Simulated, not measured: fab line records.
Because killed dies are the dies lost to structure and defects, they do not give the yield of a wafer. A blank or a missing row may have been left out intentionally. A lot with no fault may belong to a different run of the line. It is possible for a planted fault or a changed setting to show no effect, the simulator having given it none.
Which of the tools did it? | flow nandHarc | 36 wafers sampled from 12 lots at 1 step of a route of 1302

== WHAT THE GAUGES SHOWED, per wafer ==
NHARC_P_M1_INSPECT_27.
lot  | measured     | on               | rawDefectCount
L103 | day 6 19:07  | defectInspect-02 | 250 213 241
L104 | day 7 05:07  | defectInspect-02 | 300 209 211
L105 | day 7 15:13  | defectInspect-02 | 443 381 352
L107 | day 8 04:37  | defectInspect-02 | 201 301 157
L109 | day 9 13:38  | defectInspect-02 | 344 441 609
L110 | day 9 15:50  | defectInspect-02 | 493 240 283
L112 | day 10 20:33 | defectInspect-02 | 345 337 152
L116 | day 12 13:35 | defectInspect-01 | 224 208 249
L118 | day 13 08:51 | defectInspect-01 | 414 383 240
L117 | day 13 09:47 | defectInspect-02 | 508 324 251
L119 | day 13 12:24 | defectInspect-02 | 304 204 306
L125 | day 16 05:25 | defectInspect-01 | 442 343 514

== EACH LOT AND THE TOOL THAT RAN IT (in order: tool; ch and the chambers of the sampled wafers; start) ==
No process step before these readings appears in the record.

== WHAT THE TOOLS THEMSELVES READ (means of the sampled wafers that have a number; where no wafer has one, the mark that the record gives instead) ==
The record holds no such reading with a usual standard deviation.

== THE ANSWER, worked out from the rows above alone ==
Rule: what is usual is taken from the lots themselves. Put in order of their means at a reading, lots are off if they are a third of the lots or fewer, leave a main group of 4 or more, and stand apart from it by a gap of 3 or more times the standard deviation of the main group's means; of several such gaps the widest counts. The tables above print the reading to a certain number of digits; a main group whose means all agree to those digits is not used. A lot without any number at a reading at which 4 lots or more have one is off too. Any other lot the step has rows for is counted as sound. After the gauges, taken in route order, come the tools' own readings; for these a lot's mean is taken, as printed above. At the first step where some lot is off, the reading lying furthest off is the one used; lots without a number count as furthest.
Across all readings shown, no lot is off: no conclusion can be drawn from this.

== WHAT THE SIMULATOR PUT IN ==
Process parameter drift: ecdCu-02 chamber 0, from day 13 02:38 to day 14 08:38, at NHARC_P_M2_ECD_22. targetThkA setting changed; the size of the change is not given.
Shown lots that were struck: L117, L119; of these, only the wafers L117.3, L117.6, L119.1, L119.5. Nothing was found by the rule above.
